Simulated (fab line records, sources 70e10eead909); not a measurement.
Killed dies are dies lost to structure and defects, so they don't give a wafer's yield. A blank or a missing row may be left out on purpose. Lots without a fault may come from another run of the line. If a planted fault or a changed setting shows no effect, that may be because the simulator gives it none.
What tool caused it?	flow nand-harc	Sampling: 6 lots, 18 wafers, 2 of 1302 route steps

WHAT THE GAUGES READ, wafer by wafer
NHARC_A_ONON_D1_THK_MEAS_34: measures by ellipsometry.
lot	measured	on	thk-nm (nm)
L759	day 9 08:40	film-metro-02	199.3 203.1 202.7
L762	day 10 11:14	film-metro-02	199.2 332.4 199.8
L771	day 14 12:41	film-metro-01	199.3 201.2 202.8
L775	day 15 22:47	film-metro-02	198.0 201.8 200.6
L776	day 16 18:05	film-metro-01	198.6 199.9 201.6
L779	day 17 17:58	film-metro-02	201.8 195.0 200.0

WHAT TOOL EACH LOT RAN ON (gives the tool, then ch and the chambers of the sampled wafers, and finally the start)
lot	NHARC_A_ONON_D1_DEP_33
L759	pecvd-02 ch 0,1,2, day 9 08:18
L762	pecvd-02 ch 0,2, day 10 10:55
L771	pecvd-02 ch 0,1,2, day 14 12:16
L775	pecvd-01 ch 0,1, day 15 22:23
L776	pecvd-02 ch 0,2, day 16 17:40
L779	pecvd-04 ch 0,1, day 17 17:32
- NHARC_A_ONON_D1_DEP_33: deposits SiO2, target thk 200 nm.

THE ANSWER, worked out from the rows above alone
Rule: what is usual is taken from the lots themselves. Put in order of their means at a reading, lots are off if they are a third of the lots or fewer, leave a main group of 4 or more, and stand apart from it by a gap of 3 or more times the standard deviation of the main group's means; of several such gaps the widest counts. If all means in a main group match to the digits the tables above print for the reading, that group is not used. Also off: a lot with no number at a reading for which 4 or more lots have one. Where the step has rows for the other lots, those lots are counted as sound.
Off at NHARC_A_ONON_D1_THK_MEAS_34 (thk-nm): L762. Mean 200.4 nm and standard deviation 0.95 in the main group.
If a tool, at a process step before that reading, ran all the lots that are off and no sound lot after the first of them, it fits. Gauges at NHARC_A_ONON_D1_THK_MEAS_34: tried the same way as those tools. None of those tried fits.

WHAT THE SIMULATOR PUT IN
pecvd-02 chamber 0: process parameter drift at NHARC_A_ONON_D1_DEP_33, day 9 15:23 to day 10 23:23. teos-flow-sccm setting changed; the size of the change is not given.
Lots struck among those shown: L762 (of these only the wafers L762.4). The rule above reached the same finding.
